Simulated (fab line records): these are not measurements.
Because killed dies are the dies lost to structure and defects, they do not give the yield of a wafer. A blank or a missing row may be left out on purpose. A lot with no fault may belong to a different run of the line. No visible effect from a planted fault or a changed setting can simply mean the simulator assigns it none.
Which tool was responsible? + flow n5-finfet + 8 lots, 24 wafers sampled, at 6 steps of a route of 1938

WHAT EACH GAUGE READ, for each wafer
N5_MOL_CONTACT_COAG_INSPECT_10: inspects for defects (brightfield). Usual: raw-defect-count reads 63 (standard deviation 22).
| lot  | measured     | on                | raw-defect-count | flag |
|------|--------------|-------------------|------------------|------|
| L888 | day 6 07:00  | defect-inspect-02 | 47 66 30         |      |
| L889 | day 6 09:04  | defect-inspect-02 | 41 42 78         |      |
| L896 | day 8 02:50  | defect-inspect-01 | 72 74 47         |      |
| L897 | day 8 04:59  | defect-inspect-02 | 45 110 57        |      |
| L901 | day 9 03:52  | defect-inspect-01 | 52 74 76         |      |
| L902 | day 9 11:43  | defect-inspect-02 | 49 91 70         |      |
| L905 | day 10 05:10 | defect-inspect-02 | 52 46 58         |      |
| L906 | day 10 08:54 | defect-inspect-01 | 104 72 89        |      |

N5_MOL_CONTACT_COAG_CD_MEAS_99: the cd target is 17.2 nm. Usual: cd-nm reads 17.2 nm (standard deviation 0.4).
| lot  | measured     | on        | cd-nm (nm)     | flag |
|------|--------------|-----------|----------------|------|
| L888 | day 6 08:13  | cd-sem-02 | 17.1 17.2 17.3 |      |
| L889 | day 6 10:01  | cd-sem-03 | 16.7 16.6 17.2 |      |
| L896 | day 8 03:24  | cd-sem-02 | 20.1 20.2 17.7 | OFF  |
| L897 | day 8 05:26  | cd-sem-02 | 19.8 17.6 19.9 | OFF  |
| L901 | day 9 04:19  | cd-sem-03 | 17.2 17.4 17.3 |      |
| L902 | day 9 12:08  | cd-sem-02 | 17.0 17.5 17.4 |      |
| L905 | day 10 05:36 | cd-sem-02 | 16.9 17.3 17.1 |      |
| L906 | day 10 09:20 | cd-sem-03 | 17.4 17.6 17.8 |      |

N5_BEOL_M4_RC_MEAS_101. Usual: DIBL_N 36.4 mV/V, standard deviation 2.7; DIBL_P 36 mV/V, standard deviation 3.2; IOFF_N 0.16 nA/um, standard deviation 0.046; IOFF_P 0.21 nA/um, standard deviation 0.055; ION_N 677 uA/um, standard deviation 15; ION_P 464 uA/um, standard deviation 11; RC_DENSE_N 18.9 ohm.um, standard deviation 0.42; RC_DENSE_P 23.6 ohm.um, standard deviation 0.56; RC_N 15.4 ohm.um, standard deviation 0.33; RC_P 19.3 ohm.um, standard deviation 0.44; SS_N 71.5 mV/dec, standard deviation 0.79; SS_P 73.3 mV/dec, standard deviation 0.93; VT_N 250 mV, standard deviation 4.1; VT_P -251 mV, standard deviation 4.4.
| lot  | measured     | on        | DIBL_N (mV/V)  | DIBL_P (mV/V) | IOFF_N (nA/um) | IOFF_P (nA/um) | ION_N (uA/um) | ION_P (uA/um) | RC_DENSE_N (ohm.um) | RC_DENSE_P (ohm.um) | RC_N (ohm.um)  | RC_P (ohm.um)  | SS_N (mV/dec)  | SS_P (mV/dec)  | VT_N (mV)   | VT_P (mV)      | flag |
|------|--------------|-----------|----------------|---------------|----------------|----------------|---------------|---------------|---------------------|---------------------|----------------|----------------|----------------|----------------|-------------|----------------|------|
| L888 | day 10 00:55 | prober-02 | 32.8 35.5 34.9 | 32 35 34      | 0.11 0.15 0.14 | 0.14 0.19 0.16 | 648 673 696   | 457 457 462   | 19.2 18.6 18.5      | 24.1 23.4 23.3      | 15.8 15.2 15.2 | 19.5 19.1 18.9 | 70.1 70.9 72.1 | 72.0 72.6 73.0 | 253 249 250 | -255 -253 -255 |      |
| L889 | day 10 10:13 | prober-02 | 31.4 31.9 34.2 | 30 31 34      | 0.10 0.11 0.12 | 0.14 0.14 0.17 | 677 659 652   | 464 458 451   | 19.4 19.7 19.0      | 25.1 24.9 24.0      | 16.0 16.0 15.6 | 20.4 20.2 19.7 | 70.5 70.4 71.1 | 72.7 72.8 73.1 | 257 256 257 | -254 -254 -257 |      |
| L896 | day 11 23:30 | prober-01 | 34.6 39.2 42.8 | 35 41 45      | 0.13 0.20 0.29 | 0.16 0.24 0.35 | 672 676 698   | 463 461 474   | 15.4 15.3 19.4      | 19.5 19.1 24.6      | 12.7 12.5 16.0 | 16.0 15.6 19.8 | 71.4 72.4 73.4 | 72.8 74.0 75.4 | 254 251 245 | -254 -249 -246 | OFF  |
| L897 | day 11 17:33 | prober-02 | 33.3 38.7 36.7 | 34 39 35      | 0.12 0.24 0.18 | 0.18 0.25 0.19 | 660 684 657   | 457 456 447   | 15.5 18.8 14.9      | 19.2 23.3 18.7      | 12.6 15.3 12.2 | 15.6 18.8 15.4 | 71.3 72.1 72.6 | 73.1 75.0 73.5 | 254 244 252 | -254 -251 -254 | OFF  |
| L901 | day 12 22:44 | prober-02 | 34.7 37.8 34.3 | 35 41 36      | 0.13 0.18 0.12 | 0.14 0.22 0.16 | 667 671 658   | 445 450 445   | 18.9 18.4 19.1      | 23.2 22.9 23.8      | 15.4 15.0 15.6 | 19.0 18.6 19.4 | 71.0 72.3 71.2 | 72.4 73.9 72.7 | 255 251 254 | -255 -253 -258 |      |
| L902 | day 13 05:12 | prober-02 | 36.9 37.6 37.0 | 38 37 36      | 0.17 0.17 0.17 | 0.24 0.24 0.22 | 689 675 676   | 475 466 454   | 19.1 18.9 19.1      | 23.9 23.6 23.9      | 15.6 15.5 15.7 | 19.5 19.4 19.4 | 71.3 72.1 71.6 | 74.3 74.6 74.0 | 247 249 248 | -247 -248 -247 |      |
| L905 | day 14 07:22 | prober-02 | 40.0 36.7 41.0 | 38 34 40      | 0.21 0.14 0.23 | 0.22 0.16 0.25 | 677 659 689   | 457 448 467   | 19.0 18.9 18.7      | 23.4 23.6 22.9      | 15.6 15.4 15.1 | 19.0 19.0 18.7 | 72.4 71.2 72.3 | 73.5 72.5 74.2 | 249 253 247 | -253 -257 -252 |      |
| L906 | day 14 07:26 | prober-01 | 28.6 32.5 32.1 | 29 32 33      | 0.06 0.11 0.11 | 0.09 0.12 0.13 | 633 658 677   | 435 440 462   | 18.1 17.8 18.3      | 22.8 22.5 23.1      | 14.8 14.6 14.9 | 18.7 18.5 18.9 | 70.3 71.0 70.6 | 70.7 71.9 71.7 | 264 256 253 | -265 -259 -259 |      |

WHAT TOOL EACH LOT RAN ON (gives the tool, then ch and the chambers of the sampled wafers, and finally the start)
| lot  | N5_MOL_CONTACT_COAG_DESCUM_13      | N5_MOL_CONTACT_COAG_ETCH_106       | N5_MOL_CONTACT_COAG_CONTACT_ETCH_14 |
|------|------------------------------------|------------------------------------|-------------------------------------|
| L888 | rie-diel-01 ch 1,2,3, day 6 07:49  | rie-diel-01 ch 1,2,3, day 6 07:54  | rie-diel-01 ch 1,2,3, day 6 08:00   |
| L889 | rie-diel-01 ch 0,1,2, day 6 09:38  | rie-diel-01 ch 0,1,2, day 6 09:43  | rie-diel-01 ch 0,1,2, day 6 09:49   |
| L896 | rie-diel-01 ch 0,3, day 8 03:00    | rie-diel-01 ch 0,3, day 8 03:05    | rie-diel-01 ch 0,3, day 8 03:11     |
| L897 | rie-diel-01 ch 0,3, day 8 05:02    | rie-diel-01 ch 0,3, day 8 05:07    | rie-diel-01 ch 0,3, day 8 05:13     |
| L901 | rie-diel-04 ch 2,3, day 9 03:55    | rie-diel-04 ch 2,3, day 9 03:59    | rie-diel-04 ch 2,3, day 9 04:05     |
| L902 | rie-diel-04 ch 2,3, day 9 11:44    | rie-diel-04 ch 2,3, day 9 11:49    | rie-diel-04 ch 2,3, day 9 11:56     |
| L905 | rie-diel-06 ch 2,3, day 10 05:12   | rie-diel-06 ch 2,3, day 10 05:17   | rie-diel-06 ch 2,3, day 10 05:23    |
| L906 | rie-diel-04 ch 0,2,3, day 10 08:56 | rie-diel-04 ch 0,2,3, day 10 09:01 | rie-diel-04 ch 0,2,3, day 10 09:07  |
- N5_MOL_CONTACT_COAG_DESCUM_13: chemistry O2, time 7 s.
- N5_MOL_CONTACT_COAG_ETCH_106: etches SOC in N2/H2, target depth 80 nm, overetch 16 nm, time 120 s.
- N5_MOL_CONTACT_COAG_CONTACT_ETCH_14: etches SiO2 in C4F6/O2, target depth 27.5 nm, overetch 8.5 nm, time 20 s.

WHAT THE TOOLS THEMSELVES READ (means of the sampled wafers that have a number; where no wafer has one, the mark that the record gives instead)
N5_MOL_CONTACT_COAG_DESCUM_13. Usual: drypump-motor-current-A 5.6 A, standard deviation 0.42; oes-product-au 0.80 a.u., standard deviation 0.083; rf-vpp-V 243.0 V, standard deviation 1.3; showerhead-plenum-p-Torr 2.09 Torr, standard deviation 0.071; throttle-valve-pct 20.33 %, standard deviation 0.18.
| lot  | tool        | drypump-motor-current-A (A) | oes-product-au (a.u.) | rf-vpp-V (V) | showerhead-plenum-p-Torr (Torr) | throttle-valve-pct (%) | flag |
|------|-------------|-----------------------------|-----------------------|--------------|---------------------------------|------------------------|------|
| L888 | rie-diel-01 | 5.6                         | 0.77                  | 242.9        | 2.05                            | 20.44                  |      |
| L889 | rie-diel-01 | 5.4                         | 0.83                  | 243.7        | 2.11                            | 20.41                  |      |
| L896 | rie-diel-01 | 5.8                         | 0.74                  | 243.3        | 2.10                            | 20.44                  |      |
| L897 | rie-diel-01 | 5.8                         | 0.74                  | 243.2        | 2.10                            | 20.43                  |      |
| L901 | rie-diel-04 | 5.4                         | 0.78                  | 240.8        | 2.04                            | 20.41                  |      |
| L902 | rie-diel-04 | 5.4                         | 0.78                  | 242.3        | 2.04                            | 20.41                  |      |
| L905 | rie-diel-06 | 5.6                         | 0.84                  | 242.5        | 2.08                            | 20.25                  |      |
| L906 | rie-diel-04 | 5.7                         | 0.76                  | 241.9        | 2.03                            | 20.29                  |      |

N5_MOL_CONTACT_COAG_ETCH_106. Usual: drypump-motor-current-A 5.6 A, standard deviation 0.42; oes-product-au 0.71 a.u., standard deviation 0.071; rf-vpp-V 523.9 V, standard deviation 2.5; showerhead-plenum-p-Torr 2.54 Torr, standard deviation 0.083; throttle-valve-pct 17.78 %, standard deviation 0.26.
| lot  | tool        | drypump-motor-current-A (A) | oes-product-au (a.u.) | rf-vpp-V (V) | showerhead-plenum-p-Torr (Torr) | throttle-valve-pct (%) | flag |
|------|-------------|-----------------------------|-----------------------|--------------|---------------------------------|------------------------|------|
| L888 | rie-diel-01 | 5.7                         | 0.69                  | 522.6        | 2.50                            | 17.95                  |      |
| L889 | rie-diel-01 | 5.4                         | 0.73                  | 523.5        | 2.55                            | 17.78                  |      |
| L896 | rie-diel-01 | 5.8                         | 0.66                  | 524.5        | 2.57                            | 18.10                  |      |
| L897 | rie-diel-01 | 5.9                         | 0.66                  | 524.9        | 2.57                            | 18.09                  |      |
| L901 | rie-diel-04 | 5.4                         | 0.71                  | 522.4        | 2.48                            | 17.76                  |      |
| L902 | rie-diel-04 | 5.4                         | 0.71                  | 522.9        | 2.48                            | 17.77                  |      |
| L905 | rie-diel-06 | 5.6                         | 0.74                  | 523.9        | 2.54                            | 17.73                  |      |
| L906 | rie-diel-04 | 5.7                         | 0.68                  | 521.7        | 2.48                            | 17.72                  |      |

N5_MOL_CONTACT_COAG_CONTACT_ETCH_14. Usual: drypump-motor-current-A 5.6 A (standard deviation 0.42); mfc-ar-sccm 300.0 sccm (standard deviation 0.9); oes_f_703_au 0.81 a.u. (standard deviation 0.089); oes-product-au 0.68 a.u. (standard deviation 0.068); rf-vpp-V 693 V (standard deviation 3.1); showerhead-plenum-p-Torr 2.87 Torr (standard deviation 0.087); throttle-valve-pct 21.16 % (standard deviation 0.19).
| lot  | tool        | drypump-motor-current-A (A) | mfc-ar-sccm (sccm) | oes_f_703_au (a.u.) | oes-product-au (a.u.) | rf-vpp-V (V) | showerhead-plenum-p-Torr (Torr) | throttle-valve-pct (%) | flag |
|------|-------------|-----------------------------|--------------------|---------------------|-----------------------|--------------|---------------------------------|------------------------|------|
| L888 | rie-diel-01 | 5.7                         | 299.9              | 0.77                | 0.65                  | 691          | 2.82                            | 21.24                  |      |
| L889 | rie-diel-01 | 5.4                         | 299.0              | 0.82                | 0.70                  | 695          | 2.89                            | 21.22                  |      |
| L896 | rie-diel-01 | 5.8                         | 300.4              | 0.75                | 0.63                  | 693          | 2.87                            | 21.17                  |      |
| L897 | rie-diel-01 | 5.8                         | 300.2              | 0.74                | 0.63                  | 693          | 2.87                            | 21.16                  |      |
| L901 | rie-diel-04 | 5.4                         | 301.1              | 0.78                | 0.67                  | 691          | 2.81                            | 21.24                  |      |
| L902 | rie-diel-04 | 5.4                         | 299.6              | 0.78                | 0.67                  | 691          | 2.81                            | 21.26                  |      |
| L905 | rie-diel-06 | 5.6                         | 299.4              | 0.86                | 0.71                  | 692          | 2.87                            | 21.16                  |      |
| L906 | rie-diel-04 | 5.7                         | 299.8              | 0.77                | 0.65                  | 690          | 2.81                            | 21.16                  |      |

THE ANSWER, worked out from the rows above alone
Rule: a lot counts as off when the mean over its wafers that have a number is more than 3 standard deviations away from the usual mean. Also off: a lot with no number at a reading for which 4 or more lots have one. Any other lot the step has rows for is counted as sound. First the gauges in route order, then the tools' own readings, where a lot's mean is used as printed above. The first step at which some lot is off is used, and at that step the reading that is off furthest; a lot without a number counts as furthest.
Off at N5_MOL_CONTACT_COAG_CD_MEAS_99 (cd-nm): L896, L897.
If a tool, at a process step before that reading, ran all the lots that are off and no sound lot after the first of them, it fits. The gauges at N5_MOL_CONTACT_COAG_CD_MEAS_99 aren't tried: what is off there is off at N5_BEOL_M4_RC_MEAS_101 too, on other tools, and a gauge's error can't cause that. One fits: rie-diel-01 at N5_MOL_CONTACT_COAG_DESCUM_13 and N5_MOL_CONTACT_COAG_ETCH_106 and N5_MOL_CONTACT_COAG_CONTACT_ETCH_14. At N5_MOL_CONTACT_COAG_DESCUM_13 its last sound lot is L889 (day 6 09:38), its first lot that is off L896 (day 8 03:00): a fault that began between those two fits.

WHAT THE SIMULATOR HAD PUT IN
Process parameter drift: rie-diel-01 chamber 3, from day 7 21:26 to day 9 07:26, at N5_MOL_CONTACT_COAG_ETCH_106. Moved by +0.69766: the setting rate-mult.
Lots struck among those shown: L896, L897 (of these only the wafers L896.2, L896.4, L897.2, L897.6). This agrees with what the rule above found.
